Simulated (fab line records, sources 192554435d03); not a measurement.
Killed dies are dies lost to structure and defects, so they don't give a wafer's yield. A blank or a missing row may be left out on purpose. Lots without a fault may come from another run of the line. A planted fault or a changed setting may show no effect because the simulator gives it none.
A struck lot beside a sound one | flow n5_finfet | 19 steps out of a route of 1938
Sound: wafers L924.1, L924.3, L924.6. Struck: wafers L930.1, L930.5, L930.6. The cause comes at the end.
At each step with rows: each side's tool, then ch and its chambers, then its first start. Under that, the readings that differ: sound wafers | struck wafers | difference of the means | sigmas: that difference in standard deviations of wafers without a fault.
alike: readings whose means differ by less than 2 such deviations, and words and numbers that are the same on both sides. not compared: withheld readings, readings that some wafer has no value for, bounds like >300 that may hide the same value, and numbers for which the record gives no deviation and whose values overlap.
The two part at a step that has a row with sigmas, a row that says differs or no value, or rows on one side only. Numbers that don't overlap but have no deviation are shown without sigmas and don't part them. A reading that every wafer of one side lacks parts them only if that side has two wafers or more.

first, 11 steps without rows for these wafers: N5_BEOL_M0_SAQP_STRIP_108 (strips in N2/H2); N5_BEOL_M0_SAQP_RECESS_109 (chemistry HF/NH3, target SiO2, target depth 3 nm, afs cycles 1, sublimation time 60 s); N5_BEOL_M0_SAQP_SPACER2_ALD_26 (deposits SiO2, target thk 15 nm, pulse time 1 s, purge time 2 s); N5_BEOL_M0_SAQP_SPACER2_ETCHBACK_27 (etches SiO2 in CHF3/O2, target depth 22.5 nm, time 11.25 s); N5_BEOL_M0_SAQP_MANDREL2_REMOVE_110 (chemistry HBr/Cl2/O2, target a-Si, stops on SiCN, bt time 10 s); N5_BEOL_M0_SAQP_COAT_69 (time 60 s, resist thk 90 nm); N5_BEOL_M0_SAQP_COAT_72 (time 60 s, resist thk 15 nm); N5_BEOL_M0_SAQP_COAT_87 (time 60 s, resist thk 5 nm); N5_BEOL_M0_SAQP_COAT_34 (resist thk 30 nm); N5_BEOL_M0_SAQP_EBR_36; N5_BEOL_M0_SAQP_SOFTBAKE_35 (time 60 s).
N5_BEOL_M0_SAQP_EXPOSE_37: exposes mask M0 CUT1, target cd 30 nm.
  sound on euv_scanner-01 ch 0, day 7 05:53; struck on euv_scanner-01 ch 0, day 8 17:40
  reading              | sound             | struck            | difference | sigmas
  exposure_dose_mJ_cm2 | 44.71 44.64 44.69 | 45.83 45.90 45.87 | +1.19      | +29
  alike: mask
then, 2 steps without rows for these wafers: N5_BEOL_M0_SAQP_PEB_38 (peb time 60 s); N5_BEOL_M0_SAQP_DEVELOP_39 (develop time 30 s).
N5_BEOL_M0_SAQP_DESCUM_45: chemistry O2, time 7 s.
  sound on rie_diel-05 ch 0,2,3, day 7 06:16; struck on rie_diel-06 ch 0,3, day 8 18:32
  reading                       | sound          | struck         | difference | sigmas
  oes_product_au (a.u.)         | 0.73 0.74 0.81 | 0.99 1.00 0.77 | +0.16      | +2
  model.BEOL_M0_SAQP.cd_nm (nm) | 30 30.2 30     | 30.4 30.4 30.6 | +0.4       |
  alike: drypump_motor_current_A, rf_vpp_V, showerhead_plenum_p_Torr, throttle_valve_pct
  not compared: rf_hours_counter_h
then, 1 step without rows for these wafers: N5_BEOL_M0_SAQP_ETCH_88 (etches underlayer in N2/H2, target depth 6.5 nm, time 5.2 s).
N5_BEOL_M0_SAQP_ETCH_73: etches SiARC in CF4, target depth 19.5 nm, time 32.5 s.
  sound on rie_diel-05 ch 0,2,3, day 7 06:19; struck on rie_diel-06 ch 0,3, day 8 18:35
  reading                       | sound          | struck         | difference | sigmas
  oes_product_au (a.u.)         | 0.64 0.62 0.68 | 0.87 0.87 0.65 | +0.15      | +2
  model.BEOL_M0_SAQP.cd_nm (nm) | 30 30.2 30     | 30.6 30.6 30.4 | +0.5       |
  alike: drypump_motor_current_A, etch_rf_on_time_s, rf_vpp_V, showerhead_plenum_p_Torr, throttle_valve_pct
  not compared: rf_hours_counter_h
then, 2 steps without rows for these wafers: N5_BEOL_M0_SAQP_CUT_ETCH_46 (etches SOC in N2/H2, target depth 135 nm, overetch 27 nm, time 202.5 s); N5_PASSIVATION_PROBE_49.

WHERE THEY PART
First at N5_BEOL_M0_SAQP_EXPOSE_37; last, within this record, at N5_BEOL_M0_SAQP_ETCH_73.

WHY: what the simulator had put in
Process parameter drift: euv_scanner-01, from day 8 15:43 on, at N5_BEOL_M0_SAQP_EXPOSE_37. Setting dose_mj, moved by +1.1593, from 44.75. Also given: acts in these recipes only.
